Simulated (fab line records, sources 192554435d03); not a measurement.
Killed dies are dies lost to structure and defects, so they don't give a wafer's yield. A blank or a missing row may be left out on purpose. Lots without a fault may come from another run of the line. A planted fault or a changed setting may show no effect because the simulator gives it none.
Problem report in the 8D (eight disciplines) form, filled by code | flow n5_finfet | the parts of the form that need people (team, actions taken, sign-off) are left out

1. THE PROBLEM
RS_SD_P at N5_SD_ACTIVATION_RS_MEAS_03 reads a mean of 123.0 ohm/sq on 6 wafers of 2 lots; wafers without a fault read 56.1 ohm/sq with a standard deviation of 0.95. That is +70 standard deviations from the usual mean.
The step: measures by four-point-probe.
First seen on wafer L131.2, day 6 05:49, on film_metro-02. The record holds 27 wafers of 9 lots with a number at this step. Rule for "out", or "out of limits": more than 4 standard deviations from the usual mean. The other wafers with a number count as sound.

2. WHAT IT IS AND WHAT IT IS NOT
question                    | is                           | is not
which readings at this step | RS_SD_P                      | RS_SD_N
which lots                  | L131, L132                   | L120, L127, L128, L130, L133, L140, L141
which wafers of those lots  | all that have a number       | -
read on which gauges        | film_metro-01, film_metro-02 | -
when                        | from day 6 05:49             | up to then (12 sound wafers); but 9 sound wafers of L133, L140, L141 came after

3. SUSPECTS, AND WHAT RULES EACH OUT
Counting: a tool at a process step up to the reading stays a suspect if it ran every lot that is out and no sound lot after the first of them.
- the gauge at N5_SD_ACTIVATION_RS_MEAS_03: ruled out. The wafers that are out were read on 2 gauges (film_metro-01, film_metro-02).
- epi_rpcvd-04 at N5_SD_EPI_P_EPI_21 (deposits SiGe:B, time 355 s): kept. It ran every lot that is out, first L131 (day 6 03:20), and no sound lot after that; its last sound lot up to then is L130 (day 5 22:18).
Left after counting: epi_rpcvd-04 at N5_SD_EPI_P_EPI_21.

4. THE CAUSE (what the simulator had put in)
Process parameter drift: epi_rpcvd-04, from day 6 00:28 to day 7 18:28, at N5_SD_EPI_P_EPI_21. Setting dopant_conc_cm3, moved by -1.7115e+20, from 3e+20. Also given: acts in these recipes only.
Counting left only this tool.

5. THE CHAIN OF EFFECTS, in route order
Each row: a reading whose mean over the struck wafers that have a number lies more than 3 standard deviations from the usual. Only readings for which the record gives a usual standard deviation are gone through. hours: the time from each lot's start at the first step in this table that gives one to its start at this step, as a median over the lots. sigmas: the change in usual standard deviations.
hours | step                        | reading          | usual        | on struck wafers | change | sigmas
0     | N5_SD_ACTIVATION_RS_MEAS_03 | RS_SD_P          | 56.1 ohm/sq  | 123.0            | +66.9  | +70
117   | N5_BEOL_M4_RC_MEAS_101      | ION_P            | 462 uA/um    | 413              | -49    | -5.9
117   | N5_BEOL_M4_RC_MEAS_101      | RC_DENSE_P       | 23.5 ohm.um  | 41.5             | +18.0  | +32
117   | N5_BEOL_M4_RC_MEAS_101      | RC_P             | 19.2 ohm.um  | 34.0             | +14.8  | +33
117   | N5_BEOL_M4_RC_MEAS_101      | REXT_P           | 100.6 ohm.um | 183.0            | +82.4  | +48
117   | N5_BEOL_M4_RC_MEAS_101      | RS_SD_P          | 66.0 ohm/sq  | 136.7            | +70.7  | +64
228   | N5_PASSIVATION_PROBE_49     | sort_bin_8_speed | 0.01 %       | 89.62            | +89.61 | +99 or more
228   | N5_PASSIVATION_PROBE_49     | sort_n_pass      | 1081         | 30               | -1051  | -70
228   | N5_PASSIVATION_PROBE_49     | sort_yield_pct   | 91.6 %       | 2.6              | -89.0  | -74
The process steps in it:
- N5_PASSIVATION_PROBE_49
Later measuring or inspecting steps at which every struck wafer that the step has a row for has a number for every such reading, and none has moved that far: N5_ILD0_THK_MEAS_13.

6. WHAT WOULD HAVE CAUGHT IT SOONER
In this record the first reading out of limits at a measuring or inspecting step was taken at day 6 05:49, 5 hours after the fault began at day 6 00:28.
Of the lots that are out (2), L132 began N5_SD_EPI_P_EPI_21 on epi_rpcvd-04 after day 6 05:49. A hold on the tool at that time would have spared it.
